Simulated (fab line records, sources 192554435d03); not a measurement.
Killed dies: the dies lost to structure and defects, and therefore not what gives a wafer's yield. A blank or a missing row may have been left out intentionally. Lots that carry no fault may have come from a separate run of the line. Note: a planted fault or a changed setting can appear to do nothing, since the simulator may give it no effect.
What tool caused it? ; flow n5Finfet ; 9 lots with 27 wafers sampled at 5 steps, on a route of 1938 steps

## WHAT EACH GAUGE READ, for each wafer
N5_HKMG_FIN_OVL_MEAS_13. Usual: NWFM_OVL typically reads 0.2 nm, with standard deviation 0.68.
lot;measured;on;NWFM_OVL (nm);flag
L270;day 4 09:18;overlay-02;-0.2 -0.6 -0.9;
L274;day 5 05:32;overlay-01;-0.7 -0.3 -0.7;
L273;day 5 07:44;overlay-01;-0.3 0.1 -0.3;
L277;day 5 23:56;overlay-02;0.2 0.2 0.8;
L278;day 6 04:42;overlay-02;0.9 -0.1 0.2;
L280;day 6 18:18;overlay-02;-0.6 -0.1 -0.1;
L288;day 8 17:13;overlay-01;-0.4 0.6 0.5;
L289;day 9 01:36;overlay-01;0.1 0.9 0.6;
L293;day 9 23:34;overlay-02;-0.3 0.8 -0.5;

N5_BEOL_M4_RC_MEAS_101. Usual: DIBL_N 36.3 mV/V, standard deviation 1.2; DIBL_P 36.3 mV/V, standard deviation 1.4; IOFF_N 0.157 nA/um, standard deviation 0.02; IOFF_N_LONG 5.55e-05 nA/um, standard deviation 2.7e-06; IOFF_P 0.22 nA/um, standard deviation 0.033; ION_N 675 uA/um, standard deviation 9.6; ION_P 465 uA/um, standard deviation 8.2; SS_N 71.4 mV/dec, standard deviation 0.45; SS_P 73.3 mV/dec, standard deviation 0.54; VT_N 249.8 mV, standard deviation 2.5; VT_N_LONG 274.8 mV, standard deviation 2.1; VT_P -249 mV, standard deviation 3.2.
lot;measured;on;DIBL_N (mV/V);DIBL_P (mV/V);IOFF_N (nA/um);IOFF_N_LONG (nA/um);IOFF_P (nA/um);ION_N (uA/um);ION_P (uA/um);SS_N (mV/dec);SS_P (mV/dec);VT_N (mV);VT_N_LONG (mV);VT_P (mV);flag
L270;day 8 02:21;prober-01;37.2 36.6 35.3;38.5 37.3 36.4;0.169 0.150 0.137;5.34e-05 5.38e-05 5.37e-05;0.23 0.21 0.20;681 676 661;466 467 457;71.4 71.6 71.5;72.8 72.7 73.0;246.2 249.8 251.9;275.3 277.8 276.2;-249 -251 -252;
L274;day 9 17:05;prober-01;36.7 36.6 36.4;36.7 36.2 36.4;0.185 0.163 0.179;5.62e-05 5.45e-05 5.52e-05;0.25 0.23 0.25;695 679 695;475 466 477;72.2 71.9 71.0;73.9 72.6 72.6;247.5 250.2 246.5;272.6 277.8 275.7;-249 -249 -246;
L273;day 9 23:38;prober-01;36.5 37.5 36.6;35.2 37.4 34.6;0.145 0.176 0.138;5.42e-05 5.5e-05 5.48e-05;0.20 0.24 0.19;677 690 674;465 477 460;71.7 71.7 71.2;73.1 73.4 73.4;253.5 246.0 252.7;276.2 277.5 276.6;-251 -247 -251;
L277;day 10 18:29;prober-02;37.6 35.8 35.3;37.5 34.8 34.3;0.184 0.135 0.135;5.83e-05 5.75e-05 5.87e-05;0.22 0.17 0.17;686 662 664;470 449 458;71.3 71.1 71.0;73.1 72.5 72.0;244.6 250.2 251.1;272.4 275.1 272.3;-247 -251 -251;
L278;day 11 08:04;prober-01;37.8 37.8 37.6;36.3 36.7 35.7;0.164 0.128 0.170;5.84e-05 4.69e-05 5.88e-05;0.23 0.27 0.23;671 668 684;462 479 472;72.0 71.1 71.6;73.7 73.4 73.5;251.0 256.2 248.2;274.5 282.1 271.1;-246 -242 -247;
L280;day 11 11:13;prober-02;37.4 36.9 37.3;35.5 35.0 35.6;0.168 0.162 0.174;5.44e-05 5.52e-05 5.49e-05;0.23 0.21 0.23;683 680 682;466 466 465;70.9 71.2 71.6;73.8 73.2 73.8;249.0 248.9 250.0;274.2 274.1 275.5;-249 -247 -247;
L288;day 13 11:45;prober-01;35.0 35.9 35.8;33.2 34.8 34.6;0.123 0.141 0.130;4.97e-05 4.92e-05 4.85e-05;0.15 0.17 0.17;654 665 650;443 450 442;70.7 71.5 71.2;73.8 73.9 73.9;256.3 254.5 257.1;280.1 277.9 278.3;-256 -258 -256;
L289;day 13 12:34;prober-02;35.0 35.4 34.6;35.5 36.4 35.6;0.126 0.127 0.115;5.28e-05 5.22e-05 5.18e-05;0.18 0.19 0.18;653 661 658;459 460 459;70.5 71.3 70.8;72.8 73.2 73.1;254.0 254.7 254.7;275.8 276.8 274.3;-251 -251 -252;
L293;day 14 19:49;prober-02;38.2 34.8 39.5;39.2 34.9 40.7;0.187 0.119 0.208;5.45e-05 5.45e-05 5.39e-05;0.29 0.20 0.34;688 665 685;471 470 478;71.6 70.4 71.7;74.1 72.6 74.1;249.0 251.8 247.2;276.1 275.8 275.0;-242 -248 -243;

## WHICH TOOL RAN EACH LOT (tool, then ch and the chambers of the sampled wafers, then the start)
lot;N5_HKMG_FIN_STRIP_57;N5_HKMG_FIN_ALD_91;N5_HKMG_FIN_NWFM_ALD_20
L270;rieDiel-06 ch 1,2,3, day 4 06:23;aldMetal-04 ch 1,3, day 4 10:33;aldMetal-01 ch 0,1,3, day 4 11:31
L274;rieDiel-03 ch 0,2,3, day 5 02:35;aldMetal-01 ch 1,2,3, day 5 06:34;aldMetal-04 ch 1,2, day 5 07:32
L273;rieDiel-03 ch 0,1, day 5 04:43;aldMetal-01 ch 0,3, day 5 08:47;aldMetal-01 ch 0,1,3, day 5 09:45
L277;rieDiel-03 ch 0,2,3, day 5 20:33;aldMetal-03 ch 1,2,3, day 6 00:59;aldMetal-01 ch 1,3, day 6 02:17
L278;rieDiel-06 ch 1,2,3, day 6 01:32;aldMetal-01 ch 0,2,3, day 6 05:53;aldMetal-04 ch 1,2,3, day 6 06:56
L280;rieDiel-03 ch 1,2,3, day 6 15:16;aldMetal-03 ch 0,2,3, day 6 19:20;aldMetal-04 ch 0,2,3, day 6 20:19
L288;rieDiel-06 ch 0,2,3, day 8 14:07;aldMetal-04 ch 1,2, day 8 18:16;aldMetal-01 ch 0,1,2, day 8 19:14
L289;rieDiel-06 ch 0,1,3, day 8 22:42;aldMetal-04 ch 2,3, day 9 02:49;aldMetal-04 ch 2,3, day 9 03:47
L293;rieDiel-03 ch 1,2,3, day 9 20:26;aldMetal-01 ch 1,2, day 10 00:50;aldMetal-03 ch 0,1,3, day 10 01:49
- N5_HKMG_FIN_STRIP_57: strips in CF4.
- N5_HKMG_FIN_ALD_91: deposits TiN, target thk 1 nm, pulse time 1 s, purge time 3 s.
- N5_HKMG_FIN_NWFM_ALD_20: deposits TiAlC, target thk 2 nm, pulse time 3 s, purge time 2 s.

## AS READ BY THE TOOLS THEMSELVES (means over the sampled wafers that have a number; for cases with no such wafer, the mark the record gives instead)
N5_HKMG_FIN_STRIP_57. Usual: drypumpMotorCurrentA 5.8 A, standard deviation 0.46; oesProductAu 0.79 a.u., standard deviation 0.069; rfVppV 271.6 V, standard deviation 1.6; showerheadPlenumPTorr 1.81 Torr, standard deviation 0.06; throttleValvePct 13.65 %, standard deviation 0.27.
lot;tool;drypumpMotorCurrentA (A);oesProductAu (a.u.);rfVppV (V);showerheadPlenumPTorr (Torr);throttleValvePct (%);flag
L270;rieDiel-06;6.0;0.83;271.5;1.79;13.64;
L274;rieDiel-03;5.6;0.76;272.2;1.82;13.76;
L273;rieDiel-03;5.9;0.88;273.5;1.89;13.42;
L277;rieDiel-03;5.6;0.76;271.8;1.82;13.77;
L278;rieDiel-06;6.0;0.81;270.9;1.78;13.69;
L280;rieDiel-03;5.5;0.81;272.0;1.83;13.54;
L288;rieDiel-06;6.0;0.77;271.7;1.80;13.70;
L289;rieDiel-06;5.6;0.79;271.5;1.78;13.61;
L293;rieDiel-03;5.5;0.78;271.3;1.82;13.61;

N5_HKMG_FIN_ALD_91. Usual: heaterPowerW 905 W, standard deviation 77; precursorPulseHeightRel 0.998, standard deviation 0.02; susceptorTempC 400.01 C, standard deviation 0.22.
lot;tool;heaterPowerW (W);precursorPulseHeightRel;susceptorTempC (C);flag
L270;aldMetal-04;830;0.997;400.14;
L274;aldMetal-01;892;0.992;400.16;
L273;aldMetal-01;934;0.993;400.14;
L277;aldMetal-03;894;0.981;399.88;
L278;aldMetal-01;932;0.995;407.36;OFF
L280;aldMetal-03;924;1.003;400.14;
L288;aldMetal-04;1025;1.019;399.93;
L289;aldMetal-04;953;1.007;400.01;
L293;aldMetal-01;905;1.014;400.09;

N5_HKMG_FIN_NWFM_ALD_20. Usual: heaterPowerW 503 W, standard deviation 48; precursorPulseHeightRel 0.997, standard deviation 0.019; susceptorTempC 300.00 C, standard deviation 0.21.
lot;tool;heaterPowerW (W);precursorPulseHeightRel;susceptorTempC (C);flag
L270;aldMetal-01;517;0.978;299.85;
L274;aldMetal-04;549;1.014;299.85;
L273;aldMetal-01;512;0.992;299.99;
L277;aldMetal-01;486;0.999;300.06;
L278;aldMetal-04;527;0.998;299.97;
L280;aldMetal-04;481;0.999;300.14;
L288;aldMetal-01;515;0.989;299.82;
L289;aldMetal-04;529;1.009;300.03;
L293;aldMetal-03;488;0.998;299.88;

## THE ANSWER, worked out from the rows above alone
Rule: take the mean of a lot's wafers that have a number; if it is more than 3 standard deviations from the usual mean, the lot is off. Also off: a lot with no number at a reading for which 4 or more lots have one. Any other lot the step has rows for is counted as sound. Order of review: gauges by route order, followed by the tools' own readings, for which a lot's mean as printed above is used. The first step at which some lot is off is used, and at that step the reading that is off furthest; a lot without a number counts as furthest.
Off at N5_HKMG_FIN_ALD_91 (susceptorTempC): L278.
If a tool, at that step or one of the process steps before it, ran each lot that is off and ran no sound lot following the first of them, it fits. Of those tried, none fits.

## WHAT WAS PUT IN BY THE SIMULATOR
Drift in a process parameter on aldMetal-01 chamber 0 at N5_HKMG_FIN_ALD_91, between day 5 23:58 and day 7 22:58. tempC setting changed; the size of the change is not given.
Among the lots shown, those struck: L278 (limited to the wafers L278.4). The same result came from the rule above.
